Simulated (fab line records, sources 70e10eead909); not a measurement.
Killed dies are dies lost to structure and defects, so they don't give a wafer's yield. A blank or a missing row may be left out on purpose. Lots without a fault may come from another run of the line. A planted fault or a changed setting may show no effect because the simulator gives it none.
fab line records | flow nand_harc
record lots=6 wafers=18 last_day=25
route steps=1159 shown A_BLC@978 END@1159
lots that met no fault: from a run of the same line without faults
start_h: hours from the record's first day to the start of the lot's first wafer shown | wait_h: hours since the lot's step before | " the same as in the row above | L1.1+2: a row that stands for several wafers | - no value, or no start given | * or withheld: withheld | < > ~ a bound
route shown NAME@n: a module of which the file shows steps, and the number in the route of the first | usual: mean/standard deviation of fault-free wafers | same: alike in all rows | chamber/n: place in a boat | sites: the reading at each site | _std_site: their standard deviation | _edge_site: outer sites' mean less inner sites' | radius_mm: how far each site lies from the wafer's centre | mask NAME#n: copy n | behind: the tool/chamber that last shaped the wafer | hold: why the lot was held/for how many hours/how that ended | device: the transistor (n, p or np) that didn't switch | end of line: the same wafers' tests at the end of the route | a step without rows: its recipe alone | killed: dies lost to structure and defects at the first sort, not the wafer's yield | map: a wafer's dies, x killed, . not, _ none there
set.NAME: the setting as run; set.NAME@STEP: as run at that earlier step | model.NAME: the simulator's own value behind a step, which no gauge read
lots at some steps of the route; a table a step, a row a wafer
services: from which hour (start_h, from the record's first day; less than 0 if before it) a tool's chamber was out of use, for how many hours, and why
## steps
# step NHARC_A_BLC_ETCH_16
# recipe target_depth_a=390 over_etch_frac=0.3 time_s=65 ion_energy_ev=80 cf4_flow_sccm=150 ar_flow_sccm=0 rf_w=300 bias_w=100 chemistry=CF4
# usual drypump_motor_current_A=6.0/0.39 oes_product_au=0.996/0.0098 rf_vpp_V=151.0/1 showerhead_plenum_p_Torr=1.74/0.071 throttle_valve_pct=13.283/0.0093
# columns lot.wafer tool chamber start_h wait_h drypump_motor_current_A oes_product_au rf_hours_counter_h rf_vpp_V showerhead_plenum_p_Torr throttle_valve_pct
L411.3 rie_diel-12 0 438.22 0.1 5.8 1.005 4 149.7 1.66 13.288
L411.1 " 1 " " 6.5 0.989 4 152.3 1.80 13.289
L411.5 " 3 " " 5.7 0.982 - 151.6 1.70 13.294
L413.3 rie_diel-12 1 457.21 0.1 6.5 0.986 6 151.3 1.80 13.295
L413.5 " 0 " " 5.8 1.005 - 150.0 1.66 13.278
L413.6 " 1 " " 6.5 0.982 - 150.6 1.80 13.294
L417.2 rie_diel-12 1 477.76 0.1 6.5 0.998 7 152.4 1.80 13.283
L417.3 " 0 " " 5.8 1.009 8 150.1 1.66 13.266
L417.5 " 2 " " 6.5 0.989 - 150.1 1.77 13.284
L420.3 rie_diel-01 1 479.07 0.1 5.6 1.002 58 150.1 1.65 13.284
L420.4 " 3 " " 6.0 1.002 60 150.3 1.76 13.275
L420.6 " 1 " " 5.6 0.994 - 148.3 1.65 13.305
L423.4 rie_diel-08 0 496.36 0.1 5.4 0.991 0 151.6 1.88 13.279
L423.3 " 2 " " 6.0 0.995 1 150.4 1.65 13.273
L423.2 " 3 " " 6.5 1.009 1 149.8 1.73 13.295
L424.4 rie_diel-08 0 507.98 0.1 5.4 0.996 2 153.5 1.88 13.286
L424.5 " 1 " " 5.9 0.993 - 151.5 1.80 13.289
L424.6 " 2 " " 6.0 0.991 - 149.7 1.65 13.290
# step NHARC_A_BLC_ETCH_17
# recipe target_depth_a=3900 over_etch_frac=0.25 time_s=609.38 ion_energy_ev=200 n2_flow_sccm=150 h2_flow_sccm=150 ar_flow_sccm=0 rf_w=400 bias_w=150 chemistry=N2/H2
# usual drypump_motor_current_A=6.0/0.39 oes_product_au=0.997/0.011 rf_vpp_V=429.4/2.6 showerhead_plenum_p_Torr=2.00/0.089 throttle_valve_pct=14.171/0.0087
# columns lot.wafer tool chamber start_h wait_h drypump_motor_current_A oes_product_au rf_hours_counter_h rf_vpp_V showerhead_plenum_p_Torr throttle_valve_pct
L411.1 rie_diel-12 1 - - 6.5 0.993 4 432.0 2.08 14.181
L411.3 " 3 " " 5.7 0.989 4 429.2 1.96 14.178
L411.5 " 0 " " 5.8 1.016 - 427.7 1.90 14.173
L413.3 rie_diel-12 1 - - 6.5 0.984 6 432.5 2.08 14.168
L413.5 " 2 " " 6.6 0.989 - 431.3 2.05 14.186
L413.6 " 3 " " 5.7 0.979 - 429.1 1.96 14.167
L417.2 rie_diel-12 2 - - 6.6 0.977 8 429.5 2.04 14.167
L417.3 " 0 " " 5.8 0.994 8 426.5 1.90 14.163
L417.5 " 0 " " 5.8 0.997 - 425.3 1.90 14.182
L420.4 rie_diel-01 1 - - 5.6 0.995 58 427.2 1.89 14.181
L420.3 " 3 " " 6.0 0.999 60 428.6 2.03 14.151
L420.6 " 1 " " 5.6 0.992 - 426.2 1.89 14.177
L423.3 rie_diel-08 2 - - 5.9 0.986 1 425.9 1.89 14.179
L423.2 " 0 " " 5.4 0.993 1 433.5 2.18 14.169
L423.4 " 1 " " 5.9 0.984 1 430.3 2.08 14.167
L424.4 rie_diel-08 1 - - 5.9 1.004 2 431.2 2.08 14.166
L424.5 " 0 " " 5.4 0.992 - 434.4 2.18 14.178
L424.6 " 1 " " 5.9 0.990 - 432.0 2.08 14.187
# step NHARC_A_BLC_ETCH_18
# recipe target_depth_a=9100 c4f8_flow_sccm=20 o2_flow_sccm=10 ar_flow_sccm=withheld rf_w=600 bias_w=1500 chemistry=C4F8/O2/Ar
# step NHARC_A_BLC_CD_MEAS_19
# usual cd_nm=100.8/2.1
# columns lot.wafer tool chamber start_h wait_h cd_nm
L411.1 cd_sem-01 - 439.10 - 104.0
L411.3 " - " " 103.5
L411.5 " - " " 99.0
L413.3 cd_sem-02 - 458.10 - 100.0
L413.5 " - " " 102.1
L413.6 " - " " 102.0
L417.2 cd_sem-02 - 478.81 - 102.4
L417.3 " - " " 96.3
L417.5 " - " " 99.9
L420.3 cd_sem-02 - 479.97 - 105.2
L420.4 " - " " 101.4
L420.6 " - " " 103.9
L423.2 cd_sem-03 - 497.47 - 95.9
L423.3 " - " " 102.2
L423.4 " - " " 103.3
L424.4 cd_sem-02 - 508.84 - 105.3
L424.5 " - " " 100.8
L424.6 " - " " 105.7
# step NHARC_A_BLC_STRIP_29
# recipe cf4_flow_sccm=150 ar_flow_sccm=0 bias_w=0 chemistry=CF4
# step NHARC_A_BLC_STRIP_21
# recipe o2_flow_sccm=500 ar_flow_sccm=0 bias_w=0 chemistry=O2
# step NHARC_A_BLC_STRIP_22
# recipe time_s=600 temp_c=30 chemistry=post_etch_residue_remover
# step NHARC_A_BLC_DEGAS_30
# recipe temp_c=300 time_s=60
# usual heater_power_w=460/43
# columns lot.wafer tool chamber start_h wait_h heater_power_w
L411.1 pvd_sputter-02 - 439.72 - 431
L411.3 " - " " 509
L411.5 " - " " 470
L413.3 pvd_sputter-02 - 458.77 - 476
L413.6 " - " " 455
L413.5 " - " " 434
L417.3 pvd_sputter-03 - 479.45 - 450
L417.2 " - " " 499
L417.5 " - " " 478
L420.3 pvd_sputter-03 - 480.57 - 441
L420.4 " - " " 373
L420.6 " - " " 455
L423.2 pvd_sputter-02 - 498.22 - 470
L423.3 " - " " 448
L423.4 " - " " 421
L424.4 pvd_sputter-03 - 509.45 - 480
L424.5 " - " " 471
L424.6 " - " " 351
# step NHARC_A_BLC_PRE_CLEAN_31
# recipe time_s=15 bias_v=250 gas=Ar
# step NHARC_A_BLC_PVD_32
# recipe target_thk_a=50 chamber_pressure_pa=5 power_w=5000 substrate_temp_c=200 time_s=17.7 material=Ti
# usual cathode_dc_power_W=5000.1/0.88 throttle_valve_pct=30.0/1.1
# columns lot.wafer tool chamber start_h wait_h cathode_dc_power_W throttle_valve_pct
L411.3 pvd_sputter-02 - - - 4998.9 28.7
L411.1 " - " " 4999.7 31.6
L411.5 " - " " 5000.6 31.3
L413.3 pvd_sputter-02 - - - 5000.4 29.0
L413.5 " - " " 5000.1 31.5
L413.6 " - " " 5001.2 30.1
L417.3 pvd_sputter-03 - - - 4999.4 29.6
L417.2 " - " " 4999.2 27.5
L417.5 " - " " 5001.1 27.6
L420.3 pvd_sputter-03 - - - 5002.1 29.9
L420.4 " - " " 5000.4 29.6
L420.6 " - " " 4999.9 29.9
L423.2 pvd_sputter-02 - - - 4999.8 31.4
L423.3 " - " " 4999.9 31.5
L423.4 " - " " 5000.5 30.6
L424.4 pvd_sputter-03 - - - 4999.5 30.0
L424.6 " - " " 4998.3 28.1
L424.5 " - " " 4998.9 29.7
# step NHARC_A_BLC_ALD_23
# recipe target_thk_a=30 pulse_time_s=1 ald_cycles=150 temp_c=450 material=TiN
# step NHARC_A_BLC_CVD_24
# recipe target_thk_a=1500 temp_c=300 pressure_torr=40 wf6_flow_sccm=40 h2_flow_sccm=1600 ar_flow_sccm=1560 time_s=434 material=W
# usual chamber_pressure_Torr=40.00/0.076 heater_power_w=506/93 throttle_valve_pct=7.65/0.2
# columns lot.wafer tool chamber start_h wait_h chamber_pressure_Torr heater_power_w since_wet_clean_h throttle_valve_pct
L411.1 cvd_w-01 0 - - 39.99 404 135 7.41
L411.3 " 1 " " 39.96 663 - 7.82
L411.5 " 1 " " 40.03 635 - 7.22
L413.3 cvd_w-02 1 - - 40.02 467 - 7.86
L413.5 " 1 " " 39.95 476 - 7.94
L413.6 " 0 " " 40.07 523 - 7.60
L417.2 cvd_w-02 1 - - 40.02 469 96 7.74
L417.3 " 0 " " 40.02 527 - 7.59
L417.5 " 0 " " 40.05 513 - 7.43
L420.4 cvd_w-02 0 - - 39.95 525 - 7.64
L420.3 " 1 " " 40.02 473 - 7.99
L420.6 " 1 " " 40.04 474 - 8.03
L423.2 cvd_w-01 0 - - 40.11 374 15 7.69
L423.4 " 1 " " 39.92 653 - 7.64
L423.3 " 0 " " 39.99 375 - 7.38
L424.4 cvd_w-02 1 - - 39.96 472 - 7.70
L424.5 " 0 " " 40.08 526 - 7.64
L424.6 " 1 " " 40.00 478 - 7.93
# step NHARC_A_BLC_CMP_25
# recipe t_overpolish_s=30 target_thk_nm=150
# usual edge_zone_pressure_frac=1.000/0.005 motor_current_A=13.1/1.3 overpolish_run_s=30.000/0.0089 time_to_endpoint_s=30.5/2.7
# columns lot.wafer tool chamber start_h wait_h edge_zone_pressure_frac motor_current_A overpolish_run_s time_to_endpoint_s
L411.3 cmp-04 3 440.68 0.3 0.998 13.4 29.999 34.3
L411.1 " 2 " " 0.994 13.0 30.005 30.6
L411.5 " 0 " " 1.008 12.1 29.999 27.2
L413.3 cmp-02 2 464.06 0.4 1.001 14.1 30.002 28.8
L413.5 " 3 " " 0.999 9.6 29.997 30.4
L413.6 " 0 " " 1.010 12.4 30.001 29.2
L417.2 cmp-02 1 493.04 0.5 - - - -
L417.3 " 0 " " - - - -
L417.5 " 1 " " - - - -
L420.4 cmp-03 0 493.48 0.3 - - - -
L420.3 " 1 " " - - - -
L420.6 " 0 " " - - - -
L423.2 cmp-04 0 505.57 0.4 0.989 13.8 30.001 31.1
L423.4 " 1 " " 0.997 15.3 30.013 30.9
L423.3 " 2 " " 1.004 14.0 29.997 29.1
L424.4 cmp-04 1 511.94 0.3 0.993 15.0 30.004 32.4
L424.5 " 1 " " 0.998 14.5 29.988 29.9
L424.6 " 2 " " 1.002 13.7 30.015 31.3
# step NHARC_A_BLC_SRD_27
# step NHARC_A_BLC_INSPECT_28
# usual raw_defect_count=420/120
# columns lot.wafer tool chamber start_h wait_h raw_defect_count
L411.1 defect_inspect-02 - 441.09 0.1 330
L411.3 " - " " 697
L411.5 " - " " 794
L413.3 defect_inspect-02 - 464.39 0.1 415
L413.5 " - " " 411
L413.6 " - " " 373
L417.2 defect_inspect-01 - 493.45 0.1 6663
L417.3 " - " " 6734
L417.5 " - " " 6671
L420.3 defect_inspect-01 - 493.88 0.1 6765
L420.4 " - " " 6767
L420.6 " - " " 6745
L423.2 defect_inspect-01 - 505.95 0.1 487
L423.3 " - " " 271
L423.4 " - " " 351
L424.4 defect_inspect-02 - 512.35 0.1 358
L424.5 " - " " 355
L424.6 " - " " 381
# step NHARC_END_SORT_01
# recipe temp_c=25
# usual killed_at_array=26/11 killed_at_other=0.4/0.78 killed_at_periphery=3.4/2.4 killed_dies=29/11 killed_open=3.1/1.9 killed_short=1.9/1.4
# same gross_dies=677
# columns lot.wafer tool chamber start_h wait_h killed_at_array killed_at_other killed_at_periphery killed_dies killed_open killed_short
L417.2 prober-02 0 568.78 2.8 666 3 8 677 4 3
L417.3 prober-02 0 569.59 3.1 664 1 12 677 2 1
L417.5 prober-02 0 571.22 3.8 671 0 6 677 10 2
L420.3 prober-01 0 569.37 3.1 672 0 5 677 3 5
L420.4 prober-01 0 570.15 3.4 671 0 6 677 5 1
L420.6 prober-01 0 571.73 3.9 675 0 2 677 2 2
L423.3 prober-01 0 592.89 3.1 13 0 4 17 4 0
L424.4 prober-02 0 597.35 7.1 40 0 0 40 3 2
L424.5 prober-02 0 598.15 7.4 26 0 5 31 2 2
L424.6 prober-02 0 598.95 7.7 56 0 4 60 2 1
# killed by level:class
L417.2 A_BLC:area_cmp=646 A_STAIRCASE:chamber_film_flake=9 A_CHANNEL_HOLE_D1:chamber_film_flake=4 A_WL_FILL:chamber_film_flake=3 P_ZERO_WELL:chamber_film_flake=2 THIN_TSV:chamber_film_flake=2 P_M0:chamber_film_flake=2 P_GATE:geometric_particle:open=1
L420.3 A_BLC:area_cmp=649 A_SLIT:chamber_film_flake=8 P_M0:geometric_particle:short=2 P_ZERO_WELL:chamber_film_flake=2 A_CHANNEL_HOLE_D1:chamber_film_flake=2 A_WL_FILL:chamber_film_flake=2 A_CONTACT:chamber_film_flake=2 P_M0:geometric_particle:open=1
L417.3 A_BLC:area_cmp=645 P_ZERO_WELL:chamber_film_flake=5 A_STAIRCASE:chamber_film_flake=5 A_CHANNEL_HOLE_D1:chamber_film_flake=4 A_CONTACT:chamber_film_flake=4 P_STI:chamber_film_flake=3 P_M1:chamber_film_flake=2 A_SLIT:chamber_film_flake=2
L420.4 A_BLC:area_cmp=639 A_SLIT:chamber_film_flake=16 P_STI:chamber_film_flake=4 A_CONTACT:chamber_film_flake=4 A_CHANNEL_HOLE_D1:chamber_film_flake=3 A_CHANNEL_FILL_D1:geometric_particle:open=2 A_WL_FILL:chamber_film_flake=2 A_BLC:chamber_film_flake=2
L417.5 A_BLC:area_cmp=650 A_STAIRCASE:chamber_film_flake=5 A_CONTACT:geometric_particle:open=3 A_CHANNEL_HOLE_D1:chamber_film_flake=3 A_CHANNEL_FILL_D1:geometric_particle:open=2 A_CONTACT:chamber_film_flake=2 P_CONTACT:geometric_particle:open=1 P_M1:geometric_particle:open=1
L420.6 A_BLC:area_cmp=647 A_SLIT:chamber_film_flake=21 A_CHANNEL_FILL_D1:geometric_particle:short=2 A_ZERO_WELL:chamber_film_flake=2 P_GATE:geometric_particle:open=1 A_M0:geometric_particle:open=1 P_STI:chamber_film_flake=1 A_WL_FILL:chamber_film_flake=1
L423.3 A_CHANNEL_HOLE_D1:chamber_film_flake=5 A_CONTACT:chamber_film_flake=5 P_GATE:geometric_particle:open=2 A_CHANNEL_HOLE_D1:geometric_particle:open=1 A_CHANNEL_FILL_D1:geometric_particle:open=1 P_STI:chamber_film_flake=1 P_M2:chamber_film_flake=1 A_SLIT:chamber_film_flake=1
L424.4 A_CHANNEL_HOLE_D1:chamber_film_flake=23 A_SLIT:chamber_film_flake=7 A_CONTACT:chamber_film_flake=4 A_CONTACT:geometric_particle:open=2 A_ONON_D1:geometric_particle:short=1 A_WL_FILL:geometric_particle:open=1 A_BLC:geometric_particle:short=1 A_M0:chamber_film_flake=1
L424.5 A_CHANNEL_HOLE_D1:chamber_film_flake=15 A_SLIT:chamber_film_flake=6 P_CONTACT:geometric_particle:open=2 A_WL_FILL:geometric_particle:short=2 P_M2:chamber_film_flake=2 A_CONTACT:chamber_film_flake=2 P_GATE:chamber_film_flake=1 A_STAIRCASE:chamber_film_flake=1
L424.6 A_CHANNEL_HOLE_D1:chamber_film_flake=23 A_SLIT:chamber_film_flake=23 A_M0:chamber_film_flake=3 A_CONTACT:chamber_film_flake=3 A_STAIRCASE:chamber_film_flake=2 P_M2:geometric_particle:open=1 A_WL_FILL:geometric_particle:short=1 A_M0:geometric_particle:open=1
# map L417.2 (x killed, . not)
____________x____________
_________xxxxxxx_________
_______xxxxxxxxxxx_______
______xxxxxxxxxxxxx______
_____xxxxxxxxxxxxxxx_____
____xxxxxxxxxxxxxxxxx____
____xxxxxxxxxxxxxxxxx____
___xxxxxxxxxxxxxxxxxxx___
___xxxxxxxxxxxxxxxxxxx___
__xxxxxxxxxxxxxxxxxxxxx__
__xxxxxxxxxxxxxxxxxxxxx__
_xxxxxxxxxxxxxxxxxxxxxxx_
_xxxxxxxxxxxxxxxxxxxxxxx_
_xxxxxxxxxxxxxxxxxxxxxxx_
_xxxxxxxxxxxxxxxxxxxxxxx_
_xxxxxxxxxxxxxxxxxxxxxxx_
xxxxxxxxxxxxxxxxxxxxxxxxx
xxxxxxxxxxxxxxxxxxxxxxxxx
xxxxxxxxxxxxxxxxxxxxxxxxx
xxxxxxxxxxxxxxxxxxxxxxxxx
xxxxxxxxxxxxxxxxxxxxxxxxx
_xxxxxxxxxxxxxxxxxxxxxxx_
_xxxxxxxxxxxxxxxxxxxxxxx_
_xxxxxxxxxxxxxxxxxxxxxxx_
_xxxxxxxxxxxxxxxxxxxxxxx_
_xxxxxxxxxxxxxxxxxxxxxxx_
__xxxxxxxxxxxxxxxxxxxxx__
__xxxxxxxxxxxxxxxxxxxxx__
___xxxxxxxxxxxxxxxxxxx___
___xxxxxxxxxxxxxxxxxxx___
____xxxxxxxxxxxxxxxxx____
____xxxxxxxxxxxxxxxxx____
_____xxxxxxxxxxxxxxx_____
______xxxxxxxxxxxxx______
_______xxxxxxxxxxx_______
_________xxxxxxx_________
____________x____________
# map L420.3 (x killed, . not)
____________x____________
_________xxxxxxx_________
_______xxxxxxxxxxx_______
______xxxxxxxxxxxxx______
_____xxxxxxxxxxxxxxx_____
____xxxxxxxxxxxxxxxxx____
____xxxxxxxxxxxxxxxxx____
___xxxxxxxxxxxxxxxxxxx___
___xxxxxxxxxxxxxxxxxxx___
__xxxxxxxxxxxxxxxxxxxxx__
__xxxxxxxxxxxxxxxxxxxxx__
_xxxxxxxxxxxxxxxxxxxxxxx_
_xxxxxxxxxxxxxxxxxxxxxxx_
_xxxxxxxxxxxxxxxxxxxxxxx_
_xxxxxxxxxxxxxxxxxxxxxxx_
_xxxxxxxxxxxxxxxxxxxxxxx_
xxxxxxxxxxxxxxxxxxxxxxxxx
xxxxxxxxxxxxxxxxxxxxxxxxx
xxxxxxxxxxxxxxxxxxxxxxxxx
xxxxxxxxxxxxxxxxxxxxxxxxx
xxxxxxxxxxxxxxxxxxxxxxxxx
_xxxxxxxxxxxxxxxxxxxxxxx_
_xxxxxxxxxxxxxxxxxxxxxxx_
_xxxxxxxxxxxxxxxxxxxxxxx_
_xxxxxxxxxxxxxxxxxxxxxxx_
_xxxxxxxxxxxxxxxxxxxxxxx_
__xxxxxxxxxxxxxxxxxxxxx__
__xxxxxxxxxxxxxxxxxxxxx__
___xxxxxxxxxxxxxxxxxxx___
___xxxxxxxxxxxxxxxxxxx___
____xxxxxxxxxxxxxxxxx____
____xxxxxxxxxxxxxxxxx____
_____xxxxxxxxxxxxxxx_____
______xxxxxxxxxxxxx______
_______xxxxxxxxxxx_______
_________xxxxxxx_________
____________x____________
## services
# columns tool chamber start_h hours kind
cmp-03 - 415.81 1.8 repair
cmp-04 - 425.27 0.3 repair
cmp-02 - 426.86 4.0 pm
cmp-04 - 435.83 1.7 repair
rie_diel-12 0 437.43 - clean
rie_diel-12 1 437.43 - clean
rie_diel-12 2 437.43 - clean
rie_diel-12 3 437.43 - clean
cmp-03 - 450.00 4.0 pm
cmp-03 - 456.41 2.1 repair
rie_diel-08 1 456.44 8.4 repair
rie_diel-12 0 461.93 - clean
rie_diel-12 1 461.93 - clean
cvd_w-01 0 466.33 2.9 repair
rie_diel-12 3 466.63 19.6 repair
cmp-02 - 472.86 0.8 repair
cvd_w-01 - 476.86 13.0 pm
rie_diel-08 - 478.84 9.0 pm
cmp-02 - 481.11 1.6 repair
rie_diel-01 - 493.07 9.0 pm
pvd_sputter-03 - 496.82 10.0 pm
cmp-04 - 497.01 4.0 pm
rie_diel-08 - 500.71 0.4 repair
rie_diel-08 1 509.17 7.4 repair
## key
first_sign step=NHARC_A_BLC_CMP_25 reading=tool_record direction=missing
effect step=NHARC_A_BLC_INSPECT_28 reading=raw_defect_count direction=up sigmas=53 usual=420 struck=6724
effect step=NHARC_END_SORT_01 reading=killed_at_array direction=up sigmas=61 usual=26 struck=670
more_kills_born_at NHARC_A_BLC_CMP_25@cmp-02=1941 NHARC_A_BLC_CMP_25@cmp-03=1935
met_at NHARC_A_BLC_CMP_25
struck_wafers L417.2,L417.3,L417.5,L420.3,L420.4,L420.6
later_rows_left_out L417.2,L417.3,L417.5,L420.3,L420.4,L420.6
tester_left_out L417,L420
onset_between 464.06 493.04
fault kind=skipped_step_whole tool=cmp-02,cmp-03 chamber=- onset_h=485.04 steps=NHARC_A_BLC_CMP_25 scope=struck_lots_only
# tester_left_out: of these lots the tester's yield and bins aren't shown, on N5 and GAA mostly nor the transistor test; their killed dies are dies lost to structure and defects alone, not to doping, threshold or leakage, so they don't give the yield
# later_rows_left_out: the simulator's readings of these wafers behind a module that went badly wrong aren't trusted and aren't shown, but for the sort
